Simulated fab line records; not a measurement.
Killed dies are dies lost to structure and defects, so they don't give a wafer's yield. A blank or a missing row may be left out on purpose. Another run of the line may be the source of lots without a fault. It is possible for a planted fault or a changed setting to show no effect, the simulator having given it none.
Matching of chambers + flow nand-harc + NHARC_A_CHANNEL_HOLE_D1_DESCUM_15 on rie-diel-10: 4 sister chambers
The step chemistry O2, time 3 s. 4 wafers are shown with their chamber, then 9 later ones without.

WAFERS WITH THEIR CHAMBER
| wafer  | chamber | showerhead-plenum-p-Torr (Torr) |
|--------|---------|---------------------------------|
| L825.4 | 1       | 1.78                            |
| L827.2 | 2       | 1.99                            |
| L831.2 | 0       | 1.87                            |
| L831.6 | 3       | 2.01                            |

WAFERS MISSING THEIR CHAMBER
| wafer  | showerhead-plenum-p-Torr (Torr) |
|--------|---------------------------------|
| L836.1 | 2.01                            |
| L836.2 | 1.87                            |
| L836.5 | 1.98                            |
| L835.1 | 1.98                            |
| L835.2 | 1.87                            |
| L835.5 | 1.98                            |
| L837.1 | 1.87                            |
| L837.3 | 1.98                            |
| L837.4 | 1.87                            |

WHICH CHAMBER EACH ONE RAN IN
| wafer  | from the rows above | in truth |
|--------|---------------------|----------|
| L836.1 | 3                   | 3        |
| L836.2 | 0                   | 0        |
| L836.5 | 2                   | 2        |
| L835.1 | 2                   | 2        |
| L835.2 | 0                   | 0        |
| L835.5 | 2                   | 2        |
| L837.1 | 0                   | 0        |
| L837.3 | 2                   | 2        |
| L837.4 | 0                   | 0        |
Placed correctly: 9 of 9. Left unplaced by these rows: 0. 0 placed wrongly.
How it was worked out, from the rows above alone: a wafer's distance from a chamber is the root of the sum, over the readings, of the square of ((its reading less the chamber's mean) divided by the reading's scatter). If the next closest chamber is less than 2 further off than the closest, the wafer can't be placed; otherwise it belongs to the closest. The mean given for a chamber averages the wafers shown for that chamber. The scatter: with one shown wafer a chamber, the root of the mean of the squares of how far each hidden wafer lies from its nearest shown one.
